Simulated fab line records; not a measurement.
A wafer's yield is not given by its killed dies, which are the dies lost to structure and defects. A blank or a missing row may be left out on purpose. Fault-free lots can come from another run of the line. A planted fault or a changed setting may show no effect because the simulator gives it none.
fab line records / flow n5-finfet
record lots=4 wafers=12 last-day=20
route steps=1938 shown BEOL_M6@1210 PASSIVATION@1936
lots untouched by any fault: they come from a run of this same line in which no faults occurred
start-h: the number of hours between the record's first day and the start of the first shown wafer of the lot / wait-h: how many hours have passed since the lot's step before this one / " repeats the value in the row above / L1.1+2: a row that stands for several wafers / - either no value or no given start / * or withheld: withheld / < > ~ a bound
route shown NAME@n: names a module that has steps shown in the file, with the first one's number in the route / usual: mean/standard deviation of fault-free wafers / same: alike in all rows / chamber/n: place in a boat / sites: each site's reading / _std_site: their standard deviation / _edge_site: the outer-site mean with the inner-site mean subtracted / radius-mm: how far each site lies from the wafer's centre / mask NAME#n: copy n / behind: the most recent tool/chamber to have shaped the wafer / hold: the reason the lot was held/the length of the hold in hours/how it ended / device: whichever transistor did not switch (one of n, p or np) / end of line: tests run on the same wafers once the route is complete / where a step has no rows: the recipe by itself / killed: not the wafer's yield, but the dies lost to structure and defects at the first sort / map: a wafer's dies, x killed, . not, _ none there
set.NAME: the setting as run; set.NAME@STEP: as run at that earlier step / model.NAME: the simulator's own value behind a step, which no gauge read
lots seen at some steps along the route; tables by step, rows by wafer
services: a tool's chamber out of use, with start hour (start-h, from the record's first day; less than 0 if before it), hours out, and reason
## steps
# step N5_BEOL_M6_DESCUM_16
# recipe chemistry=O2 time-s=7.9 source-power-w=50 bias-power-w=20 pressure-mtorr=20 rf-frequency-hz=2.712e+07 temp-c=40 resist=CAR-ArF o2-flow-sccm=225
# step N5_BEOL_M6_ETCH_61
# recipe chemistry=CF4 target=SiARC target-depth-a=455 mask-material=CAR-ArF time-s=75.8 ion-energy-ev=80 pressure-mtorr=40 source-w=545 bias-w=36 Ar_flow_sccm=100 cf4-flow-sccm=100 ends=cleared
# step N5_BEOL_M6_ETCH_62
# recipe chemistry=N2/H2 target=SOC target-depth-a=1100 overetch-a=220 mask-material=SiARC temp-c=40 time-s=165 ion-energy-ev=200 pressure-mtorr=30 source-w=840 bias-w=150 n2-flow-sccm=200 h2-flow-sccm=200
# step N5_BEOL_M6_STRIP_68
# recipe chemistry=N2/H2 temp-c=40 n2-flow-sccm=200 h2-flow-sccm=200 rf-frequency-hz=6e+07
# step N5_BEOL_M6_STRIP_67
# recipe chemistry=CF4 resist=SiARC power-w=300 bias-power-w=75 pressure-mtorr=50 cf4-flow-sccm=150 rf-frequency-hz=6e+07
# step N5_BEOL_M6_HM_OPEN_17
# recipe chemistry=Cl2/BCl3 target-depth-a=200 overetch-a=60 target=TiN mask-material=SOC ion-energy-ev=150 pressure-mtorr=10 icp-w=1000 bias-w=126 Cl2_flow_sccm=53.25 bcl3-flow-sccm=21.75 Ar_flow_sccm=25
# step N5_BEOL_M6_STRIP_19
# recipe chemistry=O2 power-w=400 temp-c=40 pressure-mtorr=30 rf-frequency-hz=6e+07 bias-power-w=0 overash-fraction=0.2 o2-flow-sccm=225
# step N5_BEOL_M6_COAT_63
# recipe resist=SOC temp-c=250 time-s=60 spin-rpm=1500 resist-thk-nm=60
# step N5_BEOL_M6_COAT_64
# recipe resist=SiARC temp-c=220 time-s=60 spin-rpm=1500 resist-thk-nm=12
# step N5_BEOL_M6_COAT_71
# recipe resist=underlayer temp-c=205 time-s=60 spin-rpm=1500 resist-thk-nm=5
# usual chill-plate-temp-C=23.01/0.094 exhaust-pa=44.9/0.84 spin-speed-rpm=1499.6/0.99
lot.wafer=L393.1 tool=litho-track-01 chamber=0 start-h=274.05 wait-h=- chill-plate-temp-C=23.15 exhaust-pa=45.0 spin-speed-rpm=1500.1 model.underlayer_of_BEOL_M6_COAT_71.thk-nm=5
lot.wafer=L393.3 tool=litho-track-01 chamber=0 start-h=274.05 wait-h=- chill-plate-temp-C=23.01 exhaust-pa=45.6 spin-speed-rpm=1500.5 model.underlayer_of_BEOL_M6_COAT_71.thk-nm=5
lot.wafer=L393.4 tool=litho-track-01 chamber=0 start-h=274.05 wait-h=- chill-plate-temp-C=23.05 exhaust-pa=45.7 spin-speed-rpm=1500.7 model.underlayer_of_BEOL_M6_COAT_71.thk-nm=5
lot.wafer=L400.1 tool=litho-track-01 chamber=0 start-h=345.98 wait-h=- chill-plate-temp-C=23.05 exhaust-pa=45.7 spin-speed-rpm=1230.0 model.underlayer_of_BEOL_M6_COAT_71.thk-nm=5.6
lot.wafer=L400.3 tool=litho-track-01 chamber=0 start-h=345.98 wait-h=- chill-plate-temp-C=23.01 exhaust-pa=45.7 spin-speed-rpm=1229.5 model.underlayer_of_BEOL_M6_COAT_71.thk-nm=5.6
lot.wafer=L400.5 tool=litho-track-01 chamber=0 start-h=345.98 wait-h=- chill-plate-temp-C=23.04 exhaust-pa=46.1 spin-speed-rpm=1228.9 model.underlayer_of_BEOL_M6_COAT_71.thk-nm=5.6
lot.wafer=L404.1 tool=litho-track-01 chamber=0 start-h=352.12 wait-h=- chill-plate-temp-C=23.00 exhaust-pa=45.5 spin-speed-rpm=1229.0 model.underlayer_of_BEOL_M6_COAT_71.thk-nm=5.6
lot.wafer=L404.4 tool=litho-track-01 chamber=0 start-h=352.12 wait-h=- chill-plate-temp-C=22.96 exhaust-pa=46.7 spin-speed-rpm=1232.2 model.underlayer_of_BEOL_M6_COAT_71.thk-nm=5.6
lot.wafer=L404.6 tool=litho-track-01 chamber=0 start-h=352.12 wait-h=- chill-plate-temp-C=23.09 exhaust-pa=46.3 spin-speed-rpm=1229.2 model.underlayer_of_BEOL_M6_COAT_71.thk-nm=5.6
lot.wafer=L406.2 tool=litho-track-04 chamber=0 start-h=380.30 wait-h=- chill-plate-temp-C=23.07 exhaust-pa=43.2 spin-speed-rpm=1500.2 model.underlayer_of_BEOL_M6_COAT_71.thk-nm=5
lot.wafer=L406.3 tool=litho-track-04 chamber=0 start-h=380.30 wait-h=- chill-plate-temp-C=23.04 exhaust-pa=42.7 spin-speed-rpm=1500.6 model.underlayer_of_BEOL_M6_COAT_71.thk-nm=5
lot.wafer=L406.5 tool=litho-track-04 chamber=0 start-h=380.30 wait-h=- chill-plate-temp-C=23.17 exhaust-pa=44.5 spin-speed-rpm=1500.3 model.underlayer_of_BEOL_M6_COAT_71.thk-nm=5
# step N5_BEOL_M6_COAT_22
# recipe resist=CAR-EUV spin-rpm=1500 resist-thk-nm=30
# step N5_BEOL_M6_EBR_24
# recipe solvent=PGMEA ebr-width-mm=1.5
# step N5_BEOL_M6_SOFTBAKE_23
# recipe temp-c=110 time-s=60 resist=CAR-EUV
# step N5_BEOL_M6_EXPOSE_25
# recipe mask-id=V5 na=0.33 source-shape=annular sigma-inner=0.4 sigma-outer=0.8 polarization=unpolarized target-cd-nm=40 dose-mj=45
# step N5_BEOL_M6_PEB_26
# recipe peb-temp-c=100 peb-time-s=60 resist=CAR-EUV
# step N5_BEOL_M6_DEVELOP_27
# recipe develop-time-s=30 developer=TMAH resist=CAR-EUV rinse-liquid=surfactant-rinse dry=air-spin dev-temp-c=23
# step N5_BEOL_M6_DESCUM_33
# recipe chemistry=O2 time-s=7 source-power-w=50 bias-power-w=20 pressure-mtorr=20 rf-frequency-hz=2.712e+07 temp-c=40 resist=CAR-EUV o2-flow-sccm=225
# step N5_BEOL_M6_ETCH_72
# recipe chemistry=N2/H2 target=underlayer target-depth-a=65 mask-material=CAR-EUV time-s=5.2 ion-energy-ev=200 pressure-mtorr=30 source-w=840 bias-w=150 n2-flow-sccm=200 h2-flow-sccm=200 ends=cleared
# usual chamber-pressure-mTorr=30.01/0.04 drypump-motor-current-A=5.48/0.22 etch-rf-on-time-s=5.22/0.091 oes-product-au=0.66/0.06 rf-vpp-V=523.4/2.6 showerhead-plenum-p-Torr=2.53/0.08 throttle-valve-pct=17.86/0.22
lot.wafer=L393.1 tool=rie-diel-03 chamber=2 start-h=275.00 wait-h=0.0 chamber-pressure-mTorr=30.00 drypump-motor-current-A=5.60 etch-rf-on-time-s=5.27 oes-product-au=0.62 rf-hours-counter-h=176 rf-vpp-V=519.5 showerhead-plenum-p-Torr=2.33 throttle-valve-pct=17.91 model.etch.depth-nm=5.004
lot.wafer=L393.3 tool=rie-diel-03 chamber=1 start-h=275.00 wait-h=0.0 chamber-pressure-mTorr=30.09 drypump-motor-current-A=5.45 etch-rf-on-time-s=5.22 oes-product-au=0.72 rf-hours-counter-h=72 rf-vpp-V=525.4 showerhead-plenum-p-Torr=2.56 throttle-valve-pct=17.52 model.etch.depth-nm=5.014
lot.wafer=L393.4 tool=rie-diel-03 chamber=0 start-h=275.00 wait-h=0.0 chamber-pressure-mTorr=30.00 drypump-motor-current-A=5.46 etch-rf-on-time-s=5.33 oes-product-au=0.59 rf-hours-counter-h=195 rf-vpp-V=520.3 showerhead-plenum-p-Torr=2.53 throttle-valve-pct=17.84 model.etch.depth-nm=4.995
lot.wafer=L400.1 tool=rie-diel-05 chamber=1 start-h=346.41 wait-h=0.0 chamber-pressure-mTorr=30.05 drypump-motor-current-A=5.57 etch-rf-on-time-s=5.59 oes-product-au=0.73 rf-hours-counter-h=53 rf-vpp-V=524.6 showerhead-plenum-p-Torr=2.59 throttle-valve-pct=17.91 model.etch.depth-nm=5.507
lot.wafer=L400.3 tool=rie-diel-05 chamber=0 start-h=346.41 wait-h=0.0 chamber-pressure-mTorr=29.97 drypump-motor-current-A=5.13 etch-rf-on-time-s=5.86 oes-product-au=0.60 rf-hours-counter-h=215 rf-vpp-V=526.0 showerhead-plenum-p-Torr=2.62 throttle-valve-pct=18.22 model.etch.depth-nm=5.51
lot.wafer=L400.5 tool=rie-diel-05 chamber=1 start-h=346.41 wait-h=0.0 chamber-pressure-mTorr=29.99 drypump-motor-current-A=5.57 etch-rf-on-time-s=5.59 oes-product-au=0.73 rf-hours-counter-h=- rf-vpp-V=524.7 showerhead-plenum-p-Torr=2.59 throttle-valve-pct=17.89 model.etch.depth-nm=5.511
lot.wafer=L404.1 tool=rie-diel-05 chamber=0 start-h=352.67 wait-h=0.0 chamber-pressure-mTorr=30.04 drypump-motor-current-A=5.10 etch-rf-on-time-s=5.79 oes-product-au=0.61 rf-hours-counter-h=217 rf-vpp-V=523.4 showerhead-plenum-p-Torr=2.62 throttle-valve-pct=18.22 model.etch.depth-nm=5.533
lot.wafer=L404.4 tool=rie-diel-05 chamber=0 start-h=352.67 wait-h=0.0 chamber-pressure-mTorr=30.03 drypump-motor-current-A=5.10 etch-rf-on-time-s=5.84 oes-product-au=0.60 rf-hours-counter-h=- rf-vpp-V=526.1 showerhead-plenum-p-Torr=2.62 throttle-valve-pct=18.21 model.etch.depth-nm=5.543
lot.wafer=L404.6 tool=rie-diel-05 chamber=3 start-h=352.67 wait-h=0.0 chamber-pressure-mTorr=30.00 drypump-motor-current-A=5.60 etch-rf-on-time-s=5.77 oes-product-au=0.70 rf-hours-counter-h=- rf-vpp-V=524.5 showerhead-plenum-p-Torr=2.57 throttle-valve-pct=17.79 model.etch.depth-nm=5.55
lot.wafer=L406.2 tool=rie-diel-03 chamber=2 start-h=380.73 wait-h=0.0 chamber-pressure-mTorr=30.01 drypump-motor-current-A=5.61 etch-rf-on-time-s=5.34 oes-product-au=0.60 rf-hours-counter-h=214 rf-vpp-V=516.6 showerhead-plenum-p-Torr=2.31 throttle-valve-pct=17.99 model.etch.depth-nm=5.036
lot.wafer=L406.3 tool=rie-diel-03 chamber=3 start-h=380.73 wait-h=0.0 chamber-pressure-mTorr=29.97 drypump-motor-current-A=5.30 etch-rf-on-time-s=5.22 oes-product-au=0.66 rf-hours-counter-h=114 rf-vpp-V=522.2 showerhead-plenum-p-Torr=2.55 throttle-valve-pct=18.12 model.etch.depth-nm=5.028
lot.wafer=L406.5 tool=rie-diel-03 chamber=0 start-h=380.73 wait-h=0.0 chamber-pressure-mTorr=29.95 drypump-motor-current-A=5.48 etch-rf-on-time-s=5.37 oes-product-au=0.57 rf-hours-counter-h=- rf-vpp-V=527.0 showerhead-plenum-p-Torr=2.52 throttle-valve-pct=17.89 model.etch.depth-nm=5.061
# step N5_BEOL_M6_ETCH_65
# recipe chemistry=CF4 target=SiARC target-depth-a=156 mask-material=CAR-EUV time-s=26 ion-energy-ev=80 pressure-mtorr=40 source-w=545 bias-w=36 Ar_flow_sccm=100 cf4-flow-sccm=100 ends=cleared
# step N5_PASSIVATION_PROBE_49
# usual defect-limited-yield=90.9/1.3 killed_at_M0_to_M3=36/11 killed_at_M4_up=13/5.1 killed-at-contacts=14/4.9 killed-at-front-end=41/10 killed-at-other=3.4/2.6 killed-dies=107/16 killed-on-rim=14/4 killed-open=70/11 killed-short=36/7.8 sort_bin_5_function=5.4/0.84 sort_bin_6_memory=3.4/0.67 sort-n-pass=1073/16 sort-yield-pct=90.9/1.3
# same gross-dies=1180 killed-at-back-side=0 sort_bin_4_leakage[%]=0 sort_bin_8_speed[%]=0
lot.wafer=L400.3 tool=prober-01 chamber=- start-h=451.26 wait-h=0.1 defect-limited-yield[%]=91.6 killed_at_M0_to_M3=15 killed_at_M4_up=16 killed-at-contacts=8 killed-at-front-end=50 killed-at-other=10 killed-dies=99 killed-on-rim=13 killed-open=69 killed-short=30 sort_bin_5_function[%]=5.0 sort_bin_6_memory[%]=3.0 sort-n-pass=1081 sort-yield-pct[%]=91.6
# killed by level:class
L400.3 FIN_SAQP:geometric-particle:open=19 STI_FIN_REVEAL:geometric-particle:open=10 BEOL_M4:geometric-particle:open=10 FIN_SAQP:geometric-particle:short=8 MOL_CONTACT_COAG:geometric-particle:open=6 BEOL_M0_SAQP:geometric-particle:open=5 PAD_METAL:geometric-particle:short=4 ILD0:geometric-particle:short=3
## services
tool=rie-diel-03 chamber=1 start-h=290.99 hours=9.8 kind=repair
tool=rie-diel-05 chamber=0 start-h=297.70 hours=19.9 kind=repair
tool=rie-diel-05 chamber=1 start-h=340.08 hours=4.4 kind=repair
tool=rie-diel-05 chamber=2 start-h=342.03 hours=3.2 kind=repair
tool=rie-diel-03 chamber=1 start-h=369.64 hours=16.3 kind=repair
## key
first-sign step=N5_BEOL_M6_COAT_71 reading=spin-speed-rpm direction=down sigmas=99+ usual=* struck=*
effect step=N5_BEOL_M6_ETCH_72 reading=etch-rf-on-time-s direction=up sigmas=5.7 usual=* struck=*
model-effect step=N5_BEOL_M6_COAT_71 value=underlayer_of_BEOL_M6_COAT_71.thk-nm without=5 struck=5.6
model-effect step=N5_BEOL_M6_ETCH_72 value=etch.depth-nm without=5.005 struck=5.526
met-at N5_BEOL_M6_COAT_71
struck-wafers L400.1,L400.3,L400.5,L404.1,L404.4,L404.6
onset-between 274.05 345.98
fault kind=process-parameter-drift tool=litho-track-01 chamber=- onset-h=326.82 steps=N5_BEOL_M6_COAT_71 channel=spin-rpm offset=* shape=step end-h=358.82 acts-in=* stated=*
